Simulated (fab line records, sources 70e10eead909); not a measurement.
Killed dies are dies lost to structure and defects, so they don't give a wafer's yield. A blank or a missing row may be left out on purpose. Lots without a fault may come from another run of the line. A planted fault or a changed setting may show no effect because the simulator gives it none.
Tool commonality check | flow nand_harc | 12 lots, 36 wafers sampled

WHY IT WAS OPENED
At NHARC_END_SORT_01 the reading killed_at_array is flagged on 2 of 12 lots. Wafers without a fault read 27, standard deviation 10.
Rule: a lot is flagged when every wafer of it that has a number lies more than 4 standard deviations from that mean, or none has a number. The other lots count as sound.

lot  | measured     | on        | killed_at_array, wafer by wafer | flag
L267 | day 20 06:20 | prober-02 | 27 28 15                        |
L266 | day 20 06:23 | prober-01 | 31 32 14                        |
L269 | day 20 15:52 | prober-01 | 39 34 32                        |
L271 | day 21 06:29 | prober-02 | 12 19 9                         |
L277 | day 21 21:55 | prober-01 | 674 673 676                     | FLAGGED
L276 | day 22 06:43 | prober-02 | 675 675 675                     | FLAGGED
L281 | day 23 15:56 | prober-02 | 33 43 33                        |
L282 | day 24 01:17 | prober-01 | 54 40 48                        |
L285 | day 24 18:47 | prober-02 | 46 46 32                        |
L283 | day 24 19:37 | prober-01 | 17 20 19                        |
L284 | day 25 03:20 | prober-02 | 22 16 25                        |
L286 | day 25 11:56 | prober-02 | 34 27 30                        |
The numbers of the flagged lots are 675 on average: +648 against the usual, or +65 standard deviations.

WHICH TOOL RAN EACH LOT
The record holds 4 process steps before the reading, out of a route of 1159 steps. In each cell: the tool, then ch and the chambers that the sampled wafers went through, then the start.
lot  | flag    | NHARC_A_BLC_DESCUM_15              | NHARC_A_BLC_ETCH_16                | NHARC_A_BLC_DEGAS_30         | NHARC_A_BLC_ALD_23
L267 |         | rie_diel-08 ch 1,3, day 18 05:26   | rie_diel-08 ch 0,1, day 18 05:30   | pvd_sputter-03, day 18 07:00 | ald_metal-02 ch 0,1, day 18 07:15
L266 |         | rie_diel-08 ch 0,1,2, day 17 21:53 | rie_diel-08 ch 0,1,2, day 17 21:59 | pvd_sputter-03, day 17 23:29 | ald_metal-03 ch 1,2,3, day 17 23:43
L269 |         | rie_diel-08 ch 2,3, day 18 13:16   | rie_diel-08 ch 1,2,3, day 18 13:20 | pvd_sputter-02, day 18 14:49 | ald_metal-03 ch 0,3, day 18 15:04
L271 |         | rie_diel-03 ch 0,1,3, day 19 03:56 | rie_diel-03 ch 0,2,3, day 19 04:01 | pvd_sputter-02, day 19 05:30 | ald_metal-04 ch 0,2,3, day 19 05:45
L277 | FLAGGED | rie_diel-03 ch 0,1,3, day 20 01:38 | rie_diel-03 ch 0,2,3, day 20 01:55 | pvd_sputter-03, day 20 03:25 | ald_metal-02 ch 0,2,3, day 20 03:40
L276 | FLAGGED | rie_diel-03 ch 1,2, day 20 05:58   | rie_diel-03 ch 1,3, day 20 06:03   | pvd_sputter-03, day 20 07:34 | ald_metal-03 ch 1,2,3, day 20 07:50
L281 |         | rie_diel-11 ch 0,1,3, day 21 20:38 | rie_diel-11 ch 0,2,3, day 21 20:43 | pvd_sputter-01, day 21 22:17 | ald_metal-04 ch 0,2,3, day 21 22:34
L282 |         | rie_diel-03 ch 1,2, day 21 20:55   | rie_diel-03 ch 0,1,3, day 21 21:01 | pvd_sputter-03, day 21 22:29 | ald_metal-02 ch 2,3, day 21 22:44
L285 |         | rie_diel-11 ch 1,2,3, day 22 19:47 | rie_diel-11 ch 1,2,3, day 22 19:53 | pvd_sputter-01, day 22 21:22 | ald_metal-03 ch 1,2,3, day 22 21:37
L283 |         | rie_diel-08 ch 0,2,3, day 23 00:04 | rie_diel-08 ch 0,2,3, day 23 00:10 | pvd_sputter-02, day 23 01:39 | ald_metal-04 ch 0,1,2, day 23 01:55
L284 |         | rie_diel-03 ch 0,1,3, day 23 00:50 | rie_diel-03 ch 0,2, day 23 00:55   | pvd_sputter-01, day 23 02:23 | ald_metal-03 ch 1,2,3, day 23 02:40
L286 |         | rie_diel-08 ch 0,1,2, day 23 07:55 | rie_diel-08 ch 1,2,3, day 23 07:59 | pvd_sputter-02, day 23 09:28 | ald_metal-04 ch 0,1,2, day 23 09:44
What these steps do:
- NHARC_A_BLC_DESCUM_15: chemistry O2, time 3 s.
- NHARC_A_BLC_ETCH_16: etches the open film in CF4, target depth 39 nm, time 65 s.
- NHARC_A_BLC_DEGAS_30: time 60 s.
- NHARC_A_BLC_ALD_23: deposits TiN, target thk 3 nm, pulse time 1 s, ald cycles 150.
- NHARC_END_SORT_01

FLAGGED OVER TOTAL, TOOL BY TOOL (the gauges that took the reading come last)
step                  | tool           | lots run | flagged | share of the flagged lots | sound lots run after its first flagged lot
NHARC_A_BLC_DESCUM_15 | rie_diel-03    | 5        | 2       | all                       | 2 (L282,L284)
NHARC_A_BLC_DESCUM_15 | rie_diel-08    | 5        | 0       | none                      | -
NHARC_A_BLC_DESCUM_15 | rie_diel-11    | 2        | 0       | none                      | -
NHARC_A_BLC_ETCH_16   | rie_diel-03    | 5        | 2       | all                       | 2 (L282,L284)
NHARC_A_BLC_ETCH_16   | rie_diel-08    | 5        | 0       | none                      | -
NHARC_A_BLC_ETCH_16   | rie_diel-11    | 2        | 0       | none                      | -
NHARC_A_BLC_DEGAS_30  | pvd_sputter-01 | 3        | 0       | none                      | -
NHARC_A_BLC_DEGAS_30  | pvd_sputter-02 | 4        | 0       | none                      | -
NHARC_A_BLC_DEGAS_30  | pvd_sputter-03 | 5        | 2       | all                       | 1 (L282)
NHARC_A_BLC_ALD_23    | ald_metal-02   | 3        | 1       | some                      | 1 (L282)
NHARC_A_BLC_ALD_23    | ald_metal-03   | 5        | 1       | some                      | 2 (L285,L284)
NHARC_A_BLC_ALD_23    | ald_metal-04   | 4        | 0       | none                      | -
NHARC_END_SORT_01     | prober-01      | 5        | 1       | some                      | 2 (L282,L283)
NHARC_END_SORT_01     | prober-02      | 7        | 1       | some                      | 4 (L281,L285,L284,L286)

WHAT THE TABLE ALLOWS
3 rows of the table ran every flagged lot: rie_diel-03 at NHARC_A_BLC_DESCUM_15, rie_diel-03 at NHARC_A_BLC_ETCH_16, pvd_sputter-03 at NHARC_A_BLC_DEGAS_30.
- rie_diel-03 at NHARC_A_BLC_DESCUM_15: 2 of its 5 lots flagged. Sound lots ran on it after the first flagged one (L282, L284), which a lasting fault on the whole tool wouldn't allow.
- rie_diel-03 at NHARC_A_BLC_ETCH_16: 2 of its 5 lots flagged. Sound lots ran on it after the first flagged one (L282, L284), which a lasting fault on the whole tool wouldn't allow.
- pvd_sputter-03 at NHARC_A_BLC_DEGAS_30: 2 of its 5 lots flagged. Sound lots ran on it after the first flagged one (L282), which a lasting fault on the whole tool wouldn't allow.
No row of the table ran every flagged lot and no sound lot after the first.

WHAT THE SIMULATOR HAD PUT IN
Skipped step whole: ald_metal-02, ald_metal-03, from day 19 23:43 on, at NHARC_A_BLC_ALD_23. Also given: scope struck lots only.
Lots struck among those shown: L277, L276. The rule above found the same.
